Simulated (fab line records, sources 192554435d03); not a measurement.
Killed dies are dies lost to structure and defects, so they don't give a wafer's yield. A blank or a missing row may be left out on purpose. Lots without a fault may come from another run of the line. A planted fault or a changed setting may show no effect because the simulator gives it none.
fab line records | flow n5_finfet | part 1 of 2: steps 1 to 23 of 32
record lots=5 wafers=15 last_day=18
route steps=1938 shown PMOS_HMC_CHANNEL_EPI@66 FIN_SAQP@90
lots that met no fault: from a run of the same line without faults
start_h: hours from the record's first day to the start of the lot's first wafer shown | wait_h: hours since the lot's step before | " the same as in the row above | L1.1+2: a row that stands for several wafers | - no value, or no start given | * or withheld: withheld | < > ~ a bound
route shown NAME@n: a module of which the file shows steps, and the number in the route of the first | usual: mean/standard deviation of fault-free wafers | same: alike in all rows | chamber/n: place in a boat | sites: the reading at each site | _std_site: their standard deviation | _edge_site: outer sites' mean less inner sites' | radius_mm: how far each site lies from the wafer's centre | mask NAME#n: copy n | behind: the tool/chamber that last shaped the wafer | hold: why the lot was held/for how many hours/how that ended | device: the transistor (n, p or np) that didn't switch | end of line: the same wafers' tests at the end of the route | a step without rows: its recipe alone | killed: dies lost to structure and defects at the first sort, not the wafer's yield | map: a wafer's dies, x killed, . not, _ none there
set.NAME: the setting as run; set.NAME@STEP: as run at that earlier step | model.NAME: the simulator's own value behind a step, which no gauge read
lots at some steps of the route; a table a step, a row a wafer
services: from which hour (start_h, from the record's first day; less than 0 if before it) a tool's chamber was out of use, for how many hours, and why
## steps
# step N5_PMOS_HMC_CHANNEL_EPI_OVL_MEAS_10
# recipe points_per_wafer=44
# usual PMOS_HMC_BLK_OVL=0.3/0.55
# columns lot.wafer tool chamber start_h wait_h PMOS_HMC_BLK_OVL[nm]
L077.2 overlay-01 0 35.23 0.0 0.6
L077.4 " 0 " " 0.7
L077.5 " 0 " " -0.1
L080.1 overlay-02 0 53.47 0.0 0.6
L080.2 " 0 " " 0.1
L080.6 " 0 " " 0.0
L087.3 overlay-02 0 95.30 0.0 1.2
L087.5 " 0 " " 0.7
L087.6 " 0 " " 0.9
L092.1 overlay-02 0 125.55 0.0 -0.5
L092.3 " 0 " " 0.8
L092.5 " 0 " " 0.6
L096.2 overlay-01 0 149.43 0.0 0.2
L096.4 " 0 " " 0.6
L096.6 " 0 " " -0.1
# step N5_PMOS_HMC_CHANNEL_EPI_INSPECT_11
# recipe mode=adi inspect_instrument=macro
# usual raw_defect_count=2.1/1.6
# columns lot.wafer tool chamber start_h wait_h raw_defect_count
L077.2 defect_inspect-01 - 35.25 0.0 2
L077.4 " - " " 1
L077.5 " - " " 3
L080.1 defect_inspect-01 - 53.49 0.0 2
L080.2 " - " " 2
L080.6 " - " " 4
L087.3 defect_inspect-01 - 95.32 0.0 3
L087.5 " - " " 2
L087.6 " - " " 0
L092.1 defect_inspect-01 - 125.57 0.0 1
L092.3 " - " " 4
L092.5 " - " " 4
L096.2 defect_inspect-01 - 149.46 0.0 0
L096.4 " - " " 1
L096.6 " - " " 3
# step N5_PMOS_HMC_CHANNEL_EPI_DESCUM_14
# recipe chemistry=O2 time_s=7.9 source_power_w=50 bias_power_w=20 pressure_mtorr=20 rf_frequency_hz=2.712e+07 temp_c=40 resist=CAR-ArF-block o2_flow_sccm=225
# usual drypump_motor_current_A=5.5/0.46 oes_product_au=0.77/0.075 rf_vpp_V=242.6/1.4 showerhead_plenum_p_Torr=2.06/0.064 throttle_valve_pct=20.52/0.18
# columns lot.wafer tool chamber start_h wait_h drypump_motor_current_A oes_product_au rf_hours_counter_h rf_vpp_V showerhead_plenum_p_Torr throttle_valve_pct
L077.2 rie_diel-01 2 35.29 0.0 5.5 0.70 234 242.3 2.06 20.50
L077.4 " 1 " " 5.1 0.77 112 243.8 2.01 20.69
L077.5 " 0 " " 5.3 0.71 - 242.7 1.99 20.81
L080.1 rie_diel-01 3 53.57 0.1 5.6 0.69 226 245.2 2.17 20.43
L080.2 " 1 " " 5.1 0.78 117 241.5 2.00 20.69
L080.6 " 1 " " 5.1 0.79 - 241.8 2.01 20.69
L087.3 rie_diel-03 3 95.36 0.0 6.2 0.88 22 243.5 2.05 20.41
L087.5 " 1 " " 5.6 0.75 - 242.4 2.10 20.71
L087.6 " 2 " " 5.1 0.84 - 242.6 2.11 20.29
L092.1 rie_diel-01 3 126.19 0.6 5.6 0.67 249 245.9 2.17 20.44
L092.3 " 0 " " 5.3 0.69 248 240.5 1.98 20.85
L092.5 " 0 " " 5.3 0.68 - 240.1 1.98 20.85
L096.2 rie_diel-03 3 149.57 0.1 6.2 0.84 41 243.2 2.04 20.43
L096.4 " 1 " " 5.6 0.74 190 241.2 2.09 20.74
L096.6 " 2 " " 5.1 0.82 - 243.7 2.10 20.33
# step N5_PMOS_HMC_CHANNEL_EPI_ETCH_32
# recipe chemistry=N2/H2 target=BARC stop_on=SiO2 target_depth_a=858 over_etch_frac=0.3 time_s=50.3 ion_energy_ev=200 mask_material=CAR-ArF-block pressure_mtorr=30 source_w=840 bias_w=150 n2_flow_sccm=200 h2_flow_sccm=200
# usual drypump_motor_current_A=5.5/0.46 oes_product_au=0.66/0.064 rf_vpp_V=522.9/2.3 showerhead_plenum_p_Torr=2.50/0.075 throttle_valve_pct=17.95/0.21
# columns lot.wafer tool chamber start_h wait_h drypump_motor_current_A oes_product_au rf_hours_counter_h rf_vpp_V showerhead_plenum_p_Torr throttle_valve_pct
L077.2 rie_diel-01 2 35.32 0.0 5.5 0.60 234 522.7 2.49 17.90
L077.4 " 1 " " 5.1 0.67 112 521.7 2.44 18.09
L077.5 " 0 " " 5.3 0.59 - 519.1 2.40 18.14
L080.1 rie_diel-01 3 53.61 0.0 5.6 0.59 227 527.1 2.59 17.66
L080.2 " 1 " " 5.1 0.67 117 520.9 2.44 18.09
L080.6 " 1 " " 5.1 0.68 - 521.9 2.44 18.13
L087.3 rie_diel-03 3 95.39 0.0 6.2 0.74 22 522.2 2.49 17.80
L087.5 " 1 " " 5.6 0.63 - 523.3 2.53 18.11
L087.6 " 2 " " 5.1 0.73 - 524.8 2.58 17.83
L092.1 rie_diel-01 3 126.22 0.0 5.6 0.58 249 525.2 2.58 17.68
L092.3 " 0 " " 5.4 0.58 248 520.0 2.39 18.20
L092.5 " 0 " " 5.3 0.59 - 519.9 2.39 18.20
L096.2 rie_diel-03 3 149.60 0.0 6.2 0.72 41 522.0 2.48 17.83
L096.4 " 1 " " 5.6 0.62 190 524.0 2.52 18.13
L096.6 " 2 " " 5.1 0.71 - 524.3 2.57 17.85
# step N5_PMOS_HMC_CHANNEL_EPI_HM_OPEN_15
# recipe chemistry=CHF3/O2 target=SiO2 mask_material=CAR-ArF-block target_depth_a=406 CHF3_flow_sccm=50 O2_flow_sccm=5 Ar_flow_sccm=200 time_s=20.3 pressure_mtorr=30 source_w=650 bias_w=170 ion_energy_ev=200
# usual drypump_motor_current_A=5.5/0.46 oes_product_au=0.76/0.076 rf_vpp_V=525/12 showerhead_plenum_p_Torr=2.37/0.079 throttle_valve_pct=18.99/0.18
# columns lot.wafer tool chamber start_h wait_h drypump_motor_current_A oes_product_au rf_hours_counter_h rf_vpp_V showerhead_plenum_p_Torr throttle_valve_pct
L077.2 rie_diel-01 2 35.36 0.0 5.4 0.71 234 552 2.35 18.86
L077.4 " 1 " " 5.1 0.78 112 529 2.35 19.30
L077.5 " 0 " " 5.4 0.70 - 536 2.26 19.04
L080.1 rie_diel-01 3 53.65 0.0 5.6 0.70 227 514 2.50 18.92
L080.2 " 1 " " 5.1 0.79 117 528 2.35 19.30
L080.6 " 1 " " 5.1 0.78 - 529 2.35 19.30
L087.3 rie_diel-03 3 95.43 0.0 6.2 0.87 22 525 2.39 19.03
L087.5 " 1 " " 5.6 0.75 - 533 2.39 19.00
L087.6 " 2 " " 5.1 0.85 - 517 2.45 18.96
L092.1 rie_diel-01 3 126.27 0.0 5.6 0.69 249 513 2.49 18.99
L092.3 " 0 " " 5.4 0.69 248 535 2.24 19.09
L092.5 " 0 " " 5.3 0.67 - 536 2.24 19.09
L096.2 rie_diel-03 3 149.64 0.0 6.2 0.85 41 525 2.38 19.06
L096.4 " 1 " " 5.6 0.73 190 532 2.38 19.03
L096.6 " 2 " " 5.1 0.83 - 515 2.45 18.98
# step N5_PMOS_HMC_CHANNEL_EPI_STRIP_33
# recipe chemistry=N2/H2 power_w=500 temp_c=40 pressure_mtorr=50 rf_frequency_hz=6e+07 overash_fraction=0.3 bias_power_w=8 h2_frac=0.5 n2_flow_sccm=300 h2_flow_sccm=300
# usual drypump_motor_current_A=5.5/0.47 oes_product_au=0.77/0.076 rf_vpp_V=54.0/1.5 showerhead_plenum_p_Torr=3.30/0.096 throttle_valve_pct=19.0/0.33
# columns lot.wafer tool chamber start_h wait_h drypump_motor_current_A oes_product_au rf_hours_counter_h rf_vpp_V showerhead_plenum_p_Torr throttle_valve_pct
L077.2 rie_diel-01 2 35.42 0.0 5.5 0.68 234 56.9 3.29 19.0
L077.4 " 1 " " 5.1 0.79 112 54.8 3.23 19.3
L077.5 " 0 " " 5.4 0.71 - 54.0 3.18 19.0
L080.1 rie_diel-01 3 53.70 0.0 5.7 0.69 227 56.5 3.42 18.7
L080.2 " 1 " " 5.1 0.78 117 54.5 3.23 19.3
L080.6 " 1 " " 5.2 0.78 - 53.8 3.22 19.3
L087.3 rie_diel-03 3 95.49 0.0 6.2 0.88 22 55.4 3.29 18.7
L087.5 " 1 " " 5.6 0.75 - 52.7 3.35 19.4
L087.6 " 2 " " 5.1 0.85 - 55.7 3.41 18.7
L092.1 rie_diel-01 3 126.32 0.0 5.6 0.66 249 56.6 3.40 18.7
L092.3 " 0 " " 5.3 0.68 248 52.2 3.16 19.0
L092.5 " 0 " " 5.3 0.67 - 53.7 3.16 19.0
L096.2 rie_diel-03 3 149.70 0.0 6.2 0.84 41 53.7 3.28 18.8
L096.4 " 1 " " 5.6 0.72 190 54.9 3.34 19.4
L096.6 " 2 " " 5.1 0.80 - 52.2 3.40 18.7
# step N5_PMOS_HMC_CHANNEL_EPI_STRIP_17
# recipe chemistry=SPM time_s=750 temp_c=130 h2so4_h2o2_vol_ratio=4 dry=ipa_marangoni
# columns lot.wafer tool chamber start_h wait_h
L077.2+4+5 wet_bench-01 6,5,2 35.49 -
L080.1+2+6 wet_bench-03 1,6,5 53.78 -
L087.3+5+6 wet_bench-01 2,1,4 95.56 -
L092.1+3+5 wet_bench-01 0,1,2 126.39 -
L096.2+4+6 wet_bench-05 4,7,5 149.77 -
# step N5_PMOS_HMC_CHANNEL_EPI_ETCH_38
# recipe chemistry=CF4 target=SiO2 target_depth_a=15 ion_energy_ev=350 pressure_mtorr=10 icp_w=800 bias_w=400 cf4_flow_sccm=80
# usual drypump_motor_current_A=5.8/0.58 oes_product_au=0.999/0.022 throttle_valve_pct=21.72/0.29
# columns lot.wafer tool chamber start_h wait_h drypump_motor_current_A oes_product_au rf_hours_counter_h throttle_valve_pct
L077.2 rie_si-05 2 35.72 0.0 5.1 1.025 76 20.98
L077.4 " 0 " " 5.5 0.988 93 21.93
L077.5 " 1 " " 5.2 1.004 - 21.54
L080.1 rie_si-06 1 54.02 0.0 6.6 0.998 45 21.99
L080.2 " 3 " " 5.4 1.012 141 21.94
L080.6 " 2 " " 6.7 0.994 - 21.86
L087.3 rie_si-06 1 95.79 0.0 6.6 0.991 46 21.97
L087.5 " 3 " " 5.4 1.001 - 21.93
L087.6 " 1 " " 6.6 0.992 - 21.98
L092.1 rie_si-06 1 126.64 0.0 6.6 0.986 46 21.98
L092.3 " 3 " " 5.4 1.024 143 21.94
L092.5 " 0 " " 5.8 0.980 - 21.94
L096.2 rie_si-06 2 150.00 0.0 6.7 0.980 150 21.85
L096.4 " 0 " " 5.7 0.983 144 21.94
L096.6 " 3 " " 5.4 0.999 - 21.92
# step N5_PMOS_HMC_CHANNEL_EPI_FIN_RECESS_16
# recipe chemistry=HBr/Cl2 target=Si mask_material=SiO2 target_depth_a=540 time_s=18 pressure_mtorr=10 icp_w=800 bias_w=75 HBr_flow_sccm=150 Cl2_flow_sccm=80
# usual drypump_motor_current_A=5.8/0.58 oes_product_au=1.002/0.014 throttle_valve_pct=35.3/0.33
# columns lot.wafer tool chamber start_h wait_h drypump_motor_current_A oes_product_au rf_hours_counter_h throttle_valve_pct
L077.2 rie_si-05 2 35.74 0.0 5.1 1.023 76 34.6
L077.4 " 0 " " 5.5 0.991 93 35.7
L077.5 " 1 " " 5.2 1.001 - 35.2
L080.1 rie_si-06 1 54.04 0.0 6.6 1.000 45 35.6
L080.2 " 3 " " 5.4 0.995 141 35.3
L080.6 " 2 " " 6.7 0.996 - 34.9
L087.3 rie_si-06 1 95.81 0.0 6.6 0.995 46 35.6
L087.5 " 3 " " 5.4 1.005 - 35.3
L087.6 " 1 " " 6.6 1.005 - 35.6
L092.1 rie_si-06 1 126.66 0.0 6.6 0.998 46 35.6
L092.3 " 3 " " 5.4 0.990 143 35.3
L092.5 " 0 " " 5.7 0.983 - 35.6
L096.2 rie_si-06 2 150.02 0.0 6.7 0.986 150 35.0
L096.4 " 0 " " 5.7 1.005 144 35.6
L096.6 " 3 " " 5.4 0.995 - 35.4
# step N5_PMOS_HMC_CHANNEL_EPI_PRECLEAN_36
# recipe chemistry=O3/DIW time_s=45 temp_c=22 o3_ppm=10
# columns lot.wafer tool chamber start_h wait_h
L077.2+4+5 wet_bench-05 5,6,1 35.84 0.1
L080.1+2+6 wet_bench-05 7,3,4 54.13 0.1
L087.3+5+6 wet_bench-05 3,2,7 95.91 0.1
L092.1+3+5 wet_bench-03 5,6,0 126.76 0.1
L096.2+4+6 wet_bench-03 2,4,5 150.12 0.1
# step N5_PMOS_HMC_CHANNEL_EPI_PRECLEAN_18
# recipe chemistry=DHF time_s=30 temp_c=25 dilution=withheld
# columns lot.wafer tool chamber start_h wait_h
L077.2+4+5 wet_bench-05 5,6,1 35.86 0.0
L080.1+2+6 wet_bench-05 7,3,4 54.15 0.0
L087.3+5+6 wet_bench-05 3,2,7 95.92 0.0
L092.1+3+5 wet_bench-03 5,6,0 126.78 0.0
L096.2+4+6 wet_bench-03 2,4,5 150.14 0.0
# step N5_PMOS_HMC_CHANNEL_EPI_SRD_19
# recipe dry=ipa_marangoni do_ppb=5 time_s=30 temp_c=23 rinse_liquid=diw
# columns lot.wafer tool chamber start_h wait_h
L077.2+4+5 wet_bench-05 5,6,1 35.86 0.0
L080.1+2+6 wet_bench-05 7,3,4 54.16 0.0
L087.3+5+6 wet_bench-05 3,2,7 95.93 0.0
L092.1+3+5 wet_bench-03 5,6,0 126.79 0.0
L096.2+4+6 wet_bench-03 2,4,5 150.15 0.0
# step N5_PMOS_HMC_CHANNEL_EPI_EPI_20
# recipe material=SiGe30 mask_material=SiO2 pressure_torr=20 target_thk_a=590 temp_c=600
# usual chamber_pressure_Torr=20.01/0.043 lamp_inner_pct=13.5/1.3
# columns lot.wafer tool chamber start_h wait_h chamber_pressure_Torr lamp_inner_pct
L077.2 epi_rpcvd-04 0 36.11 0.2 20.04 13.9
L077.4 " 0 " " 20.00 14.0
L077.5 " 0 " " 20.07 14.0
L080.1 epi_rpcvd-03 0 54.21 0.0 19.98 11.7
L080.2 " 0 " " 19.94 11.5
L080.6 " 0 " " 19.98 11.5
L087.3 epi_rpcvd-02 0 96.38 0.4 19.93 14.6
L087.5 " 0 " " 19.97 14.5
L087.6 " 0 " " 19.97 14.8
L092.1 epi_rpcvd-02 0 126.84 0.0 19.99 14.7
L092.3 " 0 " " 19.98 14.5
L092.5 " 0 " " 20.01 14.6
L096.2 epi_rpcvd-02 0 150.39 0.2 20.03 14.6
L096.4 " 0 " " 20.05 14.5
L096.6 " 0 " " 20.03 14.6
# step N5_PMOS_HMC_CHANNEL_EPI_HM_STRIP_35
# recipe chemistry=dHF temp_c=25 material=SiO2 target=SiO2 target_depth_a=396 time_s=216
# columns lot.wafer tool chamber start_h wait_h
L077.2+4+5 wet_bench-01 1,5,6 37.15 0.8
L080.1+2+6 wet_bench-05 1,5,4 55.44 1.0
L087.3+5+6 wet_bench-01 3,5,2 97.21 0.6
L092.1+3+5 wet_bench-01 5,4,0 128.07 1.0
L096.2+4+6 wet_bench-03 2,4,6 151.43 0.8
# step N5_PMOS_HMC_CHANNEL_EPI_SRD_39
# recipe dry=ipa_marangoni time_s=30 temp_c=23 rinse_liquid=diw
# columns lot.wafer tool chamber start_h wait_h
L077.2+4+5 wet_bench-01 1,5,6 37.21 0.0
L080.1+2+6 wet_bench-05 1,5,4 55.51 0.0
L087.3+5+6 wet_bench-01 3,5,2 97.28 0.0
L092.1+3+5 wet_bench-01 5,4,0 128.14 0.0
L096.2+4+6 wet_bench-03 2,4,6 151.49 0.0
# step N5_PMOS_HMC_CHANNEL_EPI_CMP_21
# recipe material=SiGe30 post_cmp_clean=alkaline_brush target_thk_nm=54
# usual motor_current_A=11.6/1.2
# columns lot.wafer tool chamber start_h wait_h motor_current_A
L077.2 cmp-04 2 37.29 0.1 12.1
L077.4 " 3 " " 10.8
L077.5 " 2 " " 12.1
L080.1 cmp-04 0 55.63 0.1 12.6
L080.2 " 1 " " 13.5
L080.6 " 2 " " 11.8
L087.3 cmp-04 1 97.35 0.1 13.3
L087.6 " 0 " " 12.5
L087.5 " 1 " " 13.7
L092.1 cmp-02 2 128.22 0.1 9.4
L092.3 " 3 " " 11.9
L092.5 " 1 " " 11.1
L096.2 cmp-02 1 151.61 0.1 10.8
L096.4 " 2 " " 9.6
L096.6 " 3 " " 12.4
# step N5_PMOS_HMC_CHANNEL_EPI_THK_MEAS_22
# recipe reads=SiGe30_of_PMOS_HMC_CHANNEL_EPI_EPI_20
# usual HMC_CMP_THK=54.1/1.2
# columns lot.wafer tool chamber start_h wait_h HMC_CMP_THK[nm]
L077.2 film_metro-02 - 37.54 - 55.3
L077.4 " - " " 53.4
L077.5 " - " " 53.5
L080.1 film_metro-02 - 55.85 - 54.7
L080.2 " - " " 54.1
L080.6 " - " " 55.1
L087.3 film_metro-01 - 97.61 - 54.3
L087.5 " - " " 54.4
L087.6 " - " " 54.6
L092.1 film_metro-01 - 128.47 - 53.9
L092.3 " - " " 53.2
L092.5 " - " " 51.2
L096.2 film_metro-01 - 151.82 - 54.6
L096.4 " - " " 52.3
L096.6 " - " " 53.6
# step N5_PMOS_HMC_CHANNEL_EPI_PRECLEAN_40
# recipe chemistry=DHF time_s=30 temp_c=25 dilution=withheld
# columns lot.wafer tool chamber start_h wait_h
L077.2+4+5 wet_bench-05 7,6,1 37.57 0.0
L080.1+2+6 wet_bench-05 4,5,6 55.87 0.0
L087.3+5+6 wet_bench-03 0,6,2 97.64 0.0
L092.1+3+5 wet_bench-03 5,4,0 128.50 0.0
L096.2+4+6 wet_bench-05 3,4,2 151.85 0.0
# step N5_PMOS_HMC_CHANNEL_EPI_PRECLEAN_37
# recipe chemistry=O3/DIW time_s=45 temp_c=22 o3_ppm=10
# columns lot.wafer tool chamber start_h wait_h
L077.2+4+5 wet_bench-05 7,6,1 37.58 0.0
L080.1+2+6 wet_bench-05 4,5,6 55.89 0.0
L087.3+5+6 wet_bench-03 0,6,2 97.65 0.0
L092.1+3+5 wet_bench-03 5,4,0 128.51 0.0
L096.2+4+6 wet_bench-05 3,4,2 151.86 0.0
# step N5_PMOS_HMC_CHANNEL_EPI_PRECLEAN_24
# recipe chemistry=DHF time_s=30 temp_c=25 dilution=withheld
# columns lot.wafer tool chamber start_h wait_h
L077.2+4+5 wet_bench-05 7,6,1 37.59 0.0
L080.1+2+6 wet_bench-05 4,5,6 55.90 0.0
L087.3+5+6 wet_bench-03 0,6,2 97.66 0.0
L092.1+3+5 wet_bench-03 5,4,0 128.52 0.0
L096.2+4+6 wet_bench-05 3,4,2 151.88 0.0
# step N5_PMOS_HMC_CHANNEL_EPI_SRD_25
# recipe dry=ipa_marangoni do_ppb=5 time_s=30 temp_c=23 rinse_liquid=diw
# columns lot.wafer tool chamber start_h wait_h
L077.2+4+5 wet_bench-05 7,6,1 37.60 0.0
L080.1+2+6 wet_bench-05 4,5,6 55.91 0.0
L087.3+5+6 wet_bench-03 0,6,2 97.67 0.0
L092.1+3+5 wet_bench-03 5,4,0 128.53 0.0
L096.2+4+6 wet_bench-05 3,4,2 151.88 0.0
# step N5_PMOS_HMC_CHANNEL_EPI_EPI_26
# recipe material=Si target_thk_a=38 temp_c=650 precursor=SiH4/H2 pressure_torr=20 time_s=22.7
# usual chamber_pressure_Torr=20.00/0.037 lamp_inner_pct=15.4/1.8 throttle_valve_pct=11.3/0.38
# columns lot.wafer tool chamber start_h wait_h chamber_pressure_Torr lamp_inner_pct throttle_valve_pct
L077.2 epi_rpcvd-03 0 37.70 0.1 19.92 13.7 10.9
L077.4 " 0 " " 20.04 13.6 10.9
L077.5 " 0 " " 19.95 13.6 10.6
L080.1 epi_rpcvd-04 0 55.96 0.0 19.93 16.6 11.1
L080.2 " 0 " " 20.04 16.3 11.5
L080.6 " 0 " " 20.00 16.4 11.2
L087.3 epi_rpcvd-03 0 97.82 0.1 20.03 13.8 11.0
L087.5 " 0 " " 20.00 13.6 11.2
L087.6 " 0 " " 19.99 13.6 10.9
L092.1 epi_rpcvd-03 0 128.58 0.0 20.04 13.6 10.7
L092.3 " 0 " " 20.03 13.6 11.0
L092.5 " 0 " " 20.02 13.7 10.9
L096.2 epi_rpcvd-02 0 151.98 0.1 20.00 17.5 11.7
L096.4 " 0 " " 20.03 17.3 11.4
L096.6 " 0 " " 19.99 17.3 11.8
# step N5_PMOS_HMC_CHANNEL_EPI_INSPECT_30
# recipe inspect_instrument=darkfield mode=post_epi
# usual raw_defect_count=20/7.2
# columns lot.wafer tool chamber start_h wait_h raw_defect_count
L077.2 defect_inspect-02 - 38.02 0.0 12
L077.4 " - " " 10
L077.5 " - " " 19
L080.1 defect_inspect-02 - 56.33 0.0 24
L080.2 " - " " 30
L080.6 " - " " 16
L087.3 defect_inspect-02 - 98.09 0.0 18
L087.5 " - " " 18
L087.6 " - " " 30
L092.1 defect_inspect-02 - 128.95 0.0 35
L092.3 " - " " 9
L092.5 " - " " 15
L096.2 defect_inspect-02 - 152.32 0.0 19
L096.4 " - " " 21
L096.6 " - " " 12
